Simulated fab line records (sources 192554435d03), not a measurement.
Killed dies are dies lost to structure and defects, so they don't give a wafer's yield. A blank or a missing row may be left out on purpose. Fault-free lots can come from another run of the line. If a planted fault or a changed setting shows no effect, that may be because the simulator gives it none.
One fault seen from 2 desks -- flow n5-finfet -- only its own numbers are on each desk; what lay behind them is given at the end

METROLOGY DESK
What the gauges read, lot by lot, whatever tool the lot ran on: means of the sampled wafers that have a number. Any lot whose mean is over 4 standard deviations away from the usual mean is out of limits and marked OUT; that distance is given in the brackets. It has 11 readings; the 7 that lie furthest out on some lot are the ones shown.
Columns: A = DIBL_N at N5_BEOL_M4_RC_MEAS_101, usual 36.0 mV/V; B = DIBL_P at N5_BEOL_M4_RC_MEAS_101, usual 36.2 mV/V; C = IOFF_P at N5_BEOL_M4_RC_MEAS_101, usual 0.21 nA/um; D = ION_N at N5_BEOL_M4_RC_MEAS_101, usual 675 uA/um; E = SS_P at N5_BEOL_M4_RC_MEAS_101, usual 73.3 mV/dec; F = VT_P at N5_BEOL_M4_RC_MEAS_101, usual -251 mV; G = cd-nm at N5_MIM_BOT_LITHO_CD_MEAS_08, usual 2998.6 nm
lot,first seen here,A,B,C,D,E,F,G
L787,day 8 10:36,37.3,37.9,0.24,686,73.8,-249,3001.3
L788,day 8 20:47,34.2,36.0,0.18,665,73.2,-253,2999.5
L790,day 9 06:21,35.5,35.5,0.18,673,72.6,-252,2998.5
L794,day 10 05:44,37.2,36.2,0.18,674,73.7,-254,2998.4
L796,day 10 19:07,36.4,37.3,0.22,688,73.8,-252,2997.9
L797,day 11 02:45,40.1,39.5,0.24,698,74.6,-250,2999.7
L802,day 12 05:36,37.6,37.6,0.25,690,73.3,-246,2994.8
L806,day 13 21:14,38.4,38.6,0.24,680,74.3,-247,2997.6
L804,day 14 00:33,37.1,37.5,0.27,683,74.0,-247,3000.0
This desk found nothing out of limits on any of the 9 lots.

AT THE TOOL OWNER'S DESK: rie-diel-03
The tool's own readings at N5_BEOL_M7_VIA_ETCH_34 (etches SiCOH lowk in C4F6/O2, target depth 125.5 nm, time 50.5 s): means of the sampled wafers that have a number, for each lot that ran on this tool. Any lot whose mean is over 4 standard deviations away from the usual mean is out of limits and marked OUT; that distance is given in the brackets.
Columns: A = drypump-motor-current-A at N5_BEOL_M7_VIA_ETCH_34, usual 5.78 A; B = mfc-ar-sccm at N5_BEOL_M7_VIA_ETCH_34, usual 300.0 sccm; C = oes-product-au at N5_BEOL_M7_VIA_ETCH_34, usual 0.78 a.u.; D = rf-fwd-power-W at N5_BEOL_M7_VIA_ETCH_34, usual 341.4 W; E = rf-vpp-V at N5_BEOL_M7_VIA_ETCH_34, usual 668 V; F = showerhead-plenum-p-Torr at N5_BEOL_M7_VIA_ETCH_34, usual 2.87 Torr; G = throttle-valve-pct at N5_BEOL_M7_VIA_ETCH_34, usual 20.85 %
lot,first seen here,A,B,C,D,E,F,G
L788,day 9 22:05,5.60,299.2,0.85,340.8,673,2.89,20.79
L790,day 10 07:37,5.85,300.3,0.83,341.6,672,2.91,20.66
L794,day 11 11:20,5.83,300.7,0.77,341.7,669,2.90,20.75
L796,day 11 21:59,5.62,299.9,0.80,339.4,676,2.89,20.71
L797,day 12 19:03,5.67,301.1,0.78,340.6,672,2.94,20.69
L804,day 15 14:05,5.59,300.0,0.80,341.2,671,2.87,20.85
L806,day 15 17:16,5.86,299.9,0.77,340.5,672,2.89,20.73
This desk found nothing out of limits on any of the 7 lots.

BROUGHT TOGETHER
At the metrology desk, nothing out of limits was observed.
The tool owner's desk saw nothing out of limits.

WHAT THE SIMULATOR HAD PUT IN
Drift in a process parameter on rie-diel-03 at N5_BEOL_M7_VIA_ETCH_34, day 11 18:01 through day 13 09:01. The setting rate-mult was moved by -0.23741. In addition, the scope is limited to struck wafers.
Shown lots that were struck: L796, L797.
